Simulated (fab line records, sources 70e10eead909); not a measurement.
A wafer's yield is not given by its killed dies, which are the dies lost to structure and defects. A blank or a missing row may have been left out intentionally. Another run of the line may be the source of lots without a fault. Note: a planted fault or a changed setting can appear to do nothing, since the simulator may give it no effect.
fab line records	flow nand_harc
record: lots: 11	wafers: 33	last_day: 33
route steps=1302 shown P_GATE@146
lots untouched by any fault: they come from a run of this same line in which no faults occurred
start_h: hours from the record's opening day to when the first of the lot's shown wafers began	wait_h: hours elapsed since this lot's preceding step	" identical to the entry in the row above	L1.1+2: one row covering several wafers at once	- value missing, or start not given	* or withheld: withheld	< > ~ a bound
route shown NAME@n: names a module that has steps shown in the file, with the first one's number in the route	usual: the fault-free wafers' mean and standard deviation	same: alike in all rows	chamber/n: place in a boat	sites: readings site by site	_std_site: the values' standard deviation	_edge_site: mean of outer sites minus mean of inner sites	radius_mm: for every site, how far away it sits from the centre of the wafer	mask NAME#n: copy n	behind: the tool/chamber that last shaped the wafer	hold: why the lot was held/for how many hours/how that ended	device: whichever transistor did not switch (one of n, p or np)	end of line: tests of these same wafers at the route's end	a step given without rows: its recipe and nothing more	killed: dies lost to structure and defects at the first sort, not the wafer's yield	map: shows each die of a wafer: x if killed, . if not, _ if none is there
set.NAME: the run value of the setting; set.NAME@STEP: its run value at that earlier step	model.NAME: the simulator's own value behind a step, which no gauge read
a sample of lots followed through the steps of the route, with each step as a table and each wafer as a row
services: from which hour (start_h, from the record's first day; less than 0 if before it) a tool's chamber was out of use, for how many hours, and why
== steps ==
step: NHARC_P_GATE_HM_OPEN_105
recipe: target_depth_a: 3600	o2_flow_sccm: 400	cos_flow_sccm: 20	ar_flow_sccm: 0	rf_w: 500	bias_w: 300	chemistry: O2/COS
usual: chamber_pressure_mTorr: 19.999/0.02	drypump_motor_current_A: 5.7/0.48	oes_product_au: 0.996/0.0084	rf_vpp_V: 467.8/2.2	showerhead_plenum_p_Torr: 3.15/0.1	throttle_valve_pct: 28.331/0.0089
lot.wafer	tool	chamber	start_h	wait_h	chamber_pressure_mTorr	drypump_motor_current_A	oes_product_au	rf_hours_counter_h	rf_vpp_V	showerhead_plenum_p_Torr	throttle_valve_pct
L921.1	rie_diel-11	2	-	-	19.983	5.6	0.997	1	469.2	3.18	28.340
L921.3	"	3	"	"	20.002	4.8	0.991	1	465.7	3.05	28.324
L921.5	"	3	"	"	19.993	4.7	0.996	-	465.3	3.05	28.324
L922.4	rie_diel-11	0	-	-	20.015	6.2	1.007	1	469.4	3.24	28.319
L922.2	"	2	"	"	19.997	5.6	1.000	1	469.3	3.18	28.325
L922.5	"	1	"	"	20.003	6.0	1.007	-	470.1	3.28	28.325
L924.3	rie_diel-11	0	-	-	19.972	6.2	1.004	2	469.1	3.24	28.312
L924.2	"	2	"	"	19.987	5.6	0.985	2	469.9	3.18	28.331
L924.6	"	0	"	"	20.017	6.2	1.004	-	469.6	3.24	28.331
L928.4	rie_diel-03	1	-	-	20.032	5.7	0.996	3	464.8	3.02	28.334
L928.1	"	3	"	"	19.968	5.8	1.010	4	467.4	3.15	28.337
L928.6	"	1	"	"	20.007	5.8	1.012	-	463.4	3.02	28.335
L930.1	rie_diel-09	3	-	-	20.000	5.8	0.994	1	466.4	3.10	28.323
L930.4	"	2	"	"	20.005	6.1	1.001	1	469.1	3.20	28.335
L930.5	"	3	"	"	19.987	5.8	0.994	-	467.2	3.10	28.330
L938.4	rie_diel-11	1	-	-	20.003	6.0	0.999	0	469.2	3.28	28.334
L938.6	"	1	"	"	20.000	6.0	1.005	-	470.9	3.28	28.327
L938.5	"	2	"	"	20.015	5.6	0.977	-	468.0	3.17	28.334
L939.2	rie_diel-11	2	-	-	20.014	5.6	0.991	0	467.9	3.17	28.326
L939.3	"	0	"	"	20.001	6.2	0.994	0	469.0	3.23	28.327
L939.5	"	2	"	"	20.021	5.6	0.997	-	469.1	3.17	28.333
L940.1	rie_diel-11	0	-	-	19.961	6.2	1.001	0	469.7	3.24	28.343
L940.4	"	1	"	"	20.022	6.0	1.011	0	469.6	3.28	28.335
L940.6	"	0	"	"	20.020	6.2	0.999	-	470.0	3.24	28.334
L941.3	rie_diel-11	1	-	-	19.983	6.0	1.014	2	469.4	3.28	28.338
L941.2	"	2	"	"	20.026	5.6	0.985	2	469.4	3.17	28.320
L941.5	"	1	"	"	20.027	6.0	0.994	-	470.5	3.28	28.341
L942.1	rie_diel-09	0	-	-	20.000	5.9	0.991	10	469.3	3.28	28.334
L942.3	"	1	"	"	20.020	5.3	1.005	10	466.5	3.07	28.322
L942.6	"	3	"	"	20.017	5.8	1.006	-	467.7	3.09	28.334
L944.1	rie_diel-11	0	-	-	19.971	6.2	0.984	3	469.5	3.23	28.340
L944.4	"	1	"	"	19.987	6.0	1.010	3	469.5	3.28	28.343
L944.2	"	2	"	"	19.992	5.6	0.991	3	468.3	3.17	28.334
step: NHARC_P_GATE_STRIP_76
recipe: power_w: 1500	temp_c: 250	chemistry: O2
usual: drypump_motor_current_A: 5.6/0.42	heater_power_w: 359/44	rf_refl_power_W: 23/8.5
lot.wafer	tool	chamber	start_h	wait_h	drypump_motor_current_A	heater_power_w	rf_hours_counter_h	rf_refl_power_W
L921.1	plasma_asher-02	1	107.38	0.2	5.7	307	5	17
L921.3	"	0	"	"	5.9	346	-	32
L921.5	"	0	"	"	5.9	349	-	32
L922.2	plasma_asher-02	0	122.69	0.2	5.9	354	8	32
L922.4	"	1	"	"	5.7	305	-	19
L922.5	"	0	"	"	5.9	357	-	32
L924.2	plasma_asher-02	0	140.58	0.2	5.9	350	11	33
L924.3	"	0	"	"	5.9	349	-	31
L924.6	"	0	"	"	5.9	352	-	33
L928.1	plasma_asher-01	0	180.07	0.2	6.0	424	1	30
L928.4	"	0	"	"	6.0	419	-	31
L928.6	"	0	"	"	6.0	422	-	31
L930.1	plasma_asher-01	0	204.26	0.2	6.0	426	5	33
L930.4	"	1	"	"	5.0	352	-	13
L930.5	"	0	"	"	6.0	429	-	31
L938.4	plasma_asher-02	1	280.91	0.2	5.7	286	-	18
L938.5	"	1	"	"	5.7	283	-	17
L938.6	"	0	"	"	5.9	363	-	33
L939.2	plasma_asher-01	0	292.99	0.2	6.0	424	23	30
L939.3	"	1	"	"	4.9	353	-	12
L939.5	"	1	"	"	5.0	360	-	12
L940.1	plasma_asher-02	0	297.80	0.2	5.9	359	9	31
L940.4	"	0	"	"	5.9	362	-	31
L940.6	"	1	"	"	5.8	284	-	18
L941.2	plasma_asher-01	1	315.24	0.2	5.0	348	27	12
L941.3	"	1	"	"	4.9	352	-	13
L941.5	"	1	"	"	5.0	347	-	12
L942.1	plasma_asher-02	0	315.46	0.2	5.9	352	11	32
L942.3	"	1	"	"	5.7	294	-	17
L942.6	"	0	"	"	5.9	356	-	31
L944.2	plasma_asher-01	1	338.69	0.2	5.0	361	32	13
L944.1	"	0	"	"	6.0	424	32	30
L944.4	"	0	"	"	6.0	416	-	30
step: NHARC_P_GATE_EXPOSE_88
recipe: na: 0.6	target_cd_nm: 2000	dose_mj: 11.87	mask_id: P_HVN
usual: exposure_dose_mJ_cm2: 11.870/0.012
lot.wafer	tool	chamber	start_h	wait_h	mask	exposure_dose_mJ_cm2
L921.1	krf_scanner-01	0	108.14	-	P_HVN#0	11.876
L921.3	"	0	"	"	P_HVN#0	11.873
L921.5	"	0	"	"	P_HVN#0	11.877
L922.2	krf_scanner-01	0	123.33	-	P_HVN#0	11.867
L922.4	"	0	"	"	P_HVN#0	11.858
L922.5	"	0	"	"	P_HVN#0	11.884
L924.2	krf_scanner-04	0	141.34	-	P_HVN#0	11.844
L924.3	"	0	"	"	P_HVN#0	11.859
L924.6	"	0	"	"	P_HVN#0	11.849
L928.1	krf_scanner-04	0	180.89	-	P_HVN#0	11.873
L928.4	"	0	"	"	P_HVN#0	11.850
L928.6	"	0	"	"	P_HVN#0	11.856
L930.1	krf_scanner-04	0	204.88	-	P_HVN_R1#0	11.862
L930.4	"	0	"	"	P_HVN_R1#0	11.870
L930.5	"	0	"	"	P_HVN_R1#0	11.879
L938.4	krf_scanner-04	0	281.66	-	P_HVN#0	11.882
L938.5	"	0	"	"	P_HVN#0	11.874
L938.6	"	0	"	"	P_HVN#0	11.857
L939.2	krf_scanner-03	0	293.74	-	P_HVN#0	11.849
L939.3	"	0	"	"	P_HVN#0	11.850
L939.5	"	0	"	"	P_HVN#0	11.856
L940.1	krf_scanner-01	0	298.56	-	P_HVN#0	11.857
L940.4	"	0	"	"	P_HVN#0	11.862
L940.6	"	0	"	"	P_HVN#0	11.869
L941.2	krf_scanner-04	0	316.00	-	P_HVN#0	11.862
L941.3	"	0	"	"	P_HVN#0	11.860
L941.5	"	0	"	"	P_HVN#0	11.852
L942.1	krf_scanner-03	0	316.21	-	P_HVN#0	11.877
L942.3	"	0	"	"	P_HVN#0	11.884
L942.6	"	0	"	"	P_HVN#0	11.864
L944.1	krf_scanner-03	0	339.32	-	P_HVN#0	11.887
L944.2	"	0	"	"	P_HVN#0	11.873
L944.4	"	0	"	"	P_HVN#0	11.868
step: NHARC_P_GATE_CD_MEAS_91
recipe: target_cd_nm: 2000	landing_energy_ev: 500
usual: cd_nm: 1999.7/2.1
lot.wafer	tool	chamber	start_h	wait_h	cd_nm
L921.1	cd_sem-01	0	108.30	-	1998.9
L921.3	"	0	"	"	1999.5
L921.5	"	0	"	"	1997.4
L922.2	cd_sem-03	0	123.49	-	1997.7
L922.4	"	0	"	"	2000.9
L922.5	"	0	"	"	1996.7
L924.2	cd_sem-03	0	141.49	-	1997.9
L924.3	"	0	"	"	1996.1
L924.6	"	0	"	"	1995.5
L928.1	cd_sem-02	0	181.05	-	2001.8
L928.4	"	0	"	"	2001.5
L928.6	"	0	"	"	2002.5
L930.1	cd_sem-02	0	205.04	-	1983.1
L930.4	"	0	"	"	1983.4
L930.5	"	0	"	"	1980.8
L938.4	cd_sem-03	0	281.81	-	1997.2
L938.5	"	0	"	"	1997.8
L938.6	"	0	"	"	1997.9
L939.2	cd_sem-02	0	293.90	-	2002.6
L939.3	"	0	"	"	2001.5
L939.5	"	0	"	"	1999.6
L940.1	cd_sem-01	0	298.71	-	1998.1
L940.4	"	0	"	"	1998.1
L940.6	"	0	"	"	2001.0
L941.2	cd_sem-01	0	316.15	-	1997.6
L941.3	"	0	"	"	1997.5
L941.5	"	0	"	"	1996.5
L942.1	cd_sem-03	0	316.36	-	2000.2
L942.3	"	0	"	"	2002.5
L942.6	"	0	"	"	2001.4
L944.1	cd_sem-03	0	339.48	-	1998.6
L944.2	"	0	"	"	1998.4
L944.4	"	0	"	"	1996.8
step: NHARC_P_GATE_DESCUM_93
recipe: time_s: 3	o2_flow_sccm: 200	ar_flow_sccm: 0	bias_power_w: 0	chemistry: O2
usual: chamber_pressure_mTorr: 60.00/0.05	drypump_motor_current_A: 5.8/0.42	oes_product_au: 0.996/0.0086	rf_vpp_V: 57.8/0.86	showerhead_plenum_p_Torr: 1.92/0.066	throttle_valve_pct: 11.311/0.0091
same: bias_power_w: 0
lot.wafer	tool	chamber	start_h	wait_h	chamber_pressure_mTorr	drypump_motor_current_A	oes_product_au	rf_hours_counter_h	rf_vpp_V	showerhead_plenum_p_Torr	throttle_valve_pct
L921.1	rie_diel-09	3	108.47	-	59.96	5.8	0.997	8	57.3	1.90	11.302
L921.3	"	0	"	"	59.98	5.9	1.000	8	58.5	2.02	11.318
L921.5	"	2	"	"	60.01	6.1	1.013	-	58.3	1.97	11.314
L922.2	rie_diel-11	2	123.65	-	60.05	5.6	0.984	2	58.3	1.95	11.303
L922.4	"	0	"	"	59.98	6.2	1.004	2	58.5	1.99	11.315
L922.5	"	2	"	"	60.01	5.6	0.986	-	58.5	1.95	11.299
L924.3	rie_diel-03	3	141.66	-	59.93	5.7	1.001	2	57.1	1.93	11.308
L924.2	"	1	"	"	59.91	5.7	1.002	2	58.7	1.85	11.312
L924.6	"	2	"	"	59.91	6.1	0.996	-	56.2	1.83	11.307
L928.1	rie_diel-11	2	181.21	-	60.01	5.6	0.992	5	58.4	1.95	11.324
L928.4	"	1	"	"	60.01	6.0	0.995	5	57.1	2.02	11.319
L928.6	"	2	"	"	60.04	5.6	0.985	-	57.6	1.95	11.293
L930.1	rie_diel-11	1	205.23	-	59.90	6.0	0.994	6	58.5	2.02	11.323
L930.4	"	3	"	"	60.02	4.7	0.991	-	57.1	1.86	11.313
L930.5	"	0	"	"	59.96	6.2	1.010	-	57.9	1.99	11.299
L938.4	rie_diel-11	3	281.96	-	59.98	4.7	0.994	0	58.5	1.86	11.309
L938.5	"	3	"	"	60.02	4.7	0.982	-	58.7	1.86	11.320
L938.6	"	0	"	"	60.00	6.2	0.994	-	59.6	1.99	11.318
L939.3	rie_diel-09	3	294.06	-	59.95	5.8	1.007	9	57.2	1.90	11.308
L939.2	"	1	"	"	60.07	5.3	0.993	9	58.3	1.88	11.318
L939.5	"	0	"	"	59.97	5.9	0.989	-	58.3	2.02	11.326
L940.4	rie_diel-03	0	298.87	-	60.06	5.8	0.973	0	56.8	1.85	11.304
L940.1	"	1	"	"	59.98	5.7	0.975	0	55.7	1.84	11.328
L940.6	"	1	"	"	60.07	5.7	0.970	-	57.3	1.84	11.323
L941.3	rie_diel-03	0	316.34	-	60.08	5.8	0.982	1	57.9	1.85	11.304
L941.2	"	1	"	"	60.04	5.7	0.993	1	56.2	1.84	11.314
L941.5	"	3	"	"	59.99	5.7	0.998	-	57.8	1.93	11.300
L942.3	rie_diel-09	3	316.53	-	60.02	5.9	0.999	12	56.6	1.90	11.312
L942.1	"	1	"	"	59.96	5.3	1.006	11	57.4	1.88	11.322
L942.6	"	3	"	"	60.07	5.9	1.004	-	56.6	1.90	11.316
L944.2	rie_diel-11	1	339.65	-	60.02	6.0	1.006	4	58.9	2.01	11.296
L944.4	"	2	"	"	60.01	5.6	0.987	3	58.3	1.95	11.332
L944.1	"	3	"	"	60.04	4.8	0.983	3	56.1	1.86	11.320
== services ==
tool	chamber	start_h	hours	kind
rie_diel-03	2	71.00	6.5	repair
plasma_asher-02	-	72.03	9.0	pm
rie_diel-11	-	78.75	9.0	pm
krf_scanner-03	-	85.67	3.0	repair
rie_diel-09	1	101.30	6.2	repair
rie_diel-03	-	104.30	9.0	pm
krf_scanner-03	-	110.11	0.7	repair
rie_diel-09	3	111.73	2.7	repair
rie_diel-09	0	119.60	4.2	repair
rie_diel-09	-	143.10	9.0	pm
plasma_asher-01	-	165.00	9.0	pm
krf_scanner-04	-	182.00	4.0	pm
rie_diel-11	2	191.29	28.6	repair
rie_diel-11	2	228.53	4.4	repair
rie_diel-03	0	229.96	5.7	repair
plasma_asher-02	-	249.03	9.0	pm
rie_diel-11	-	255.75	9.0	pm
rie_diel-09	3	271.37	3.9	repair
rie_diel-03	-	281.30	9.0	pm
krf_scanner-04	-	284.98	1.6	repair
rie_diel-11	3	311.28	1.7	repair
rie_diel-09	-	320.10	9.0	pm
krf_scanner-04	-	322.75	0.2	repair
rie_diel-03	2	333.34	7.8	repair
== key ==
first_sign: step: NHARC_P_GATE_EXPOSE_88	reading: mask	direction: changed
effect: step: NHARC_P_GATE_CD_MEAS_91	reading: cd_nm	direction: down	sigmas: 8.2	usual: 1999.7	struck: 1982.5
met_at NHARC_P_GATE_EXPOSE_88
struck_lots L930
tester_left_out L930
not_acting_at NHARC_P_GATE_HM_OPEN_105,NHARC_P_GATE_STRIP_76,NHARC_P_GATE_DESCUM_93
onset_between 180.89 204.88
fault: kind: wrong_mask	tool: any	chamber: -	onset_h: 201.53	steps: NHARC_P_GATE_EXPOSE_88	aux_copy: P_HVN_R1#0	cd_offset_nm: -18.805	scope: struck_lots_only
tester_left_out: of these lots the tester's yield and bins aren't shown, on N5 and GAA mostly nor the transistor test; their killed dies are dies lost to structure and defects alone, not to doping, threshold or leakage, so they don't give the yield
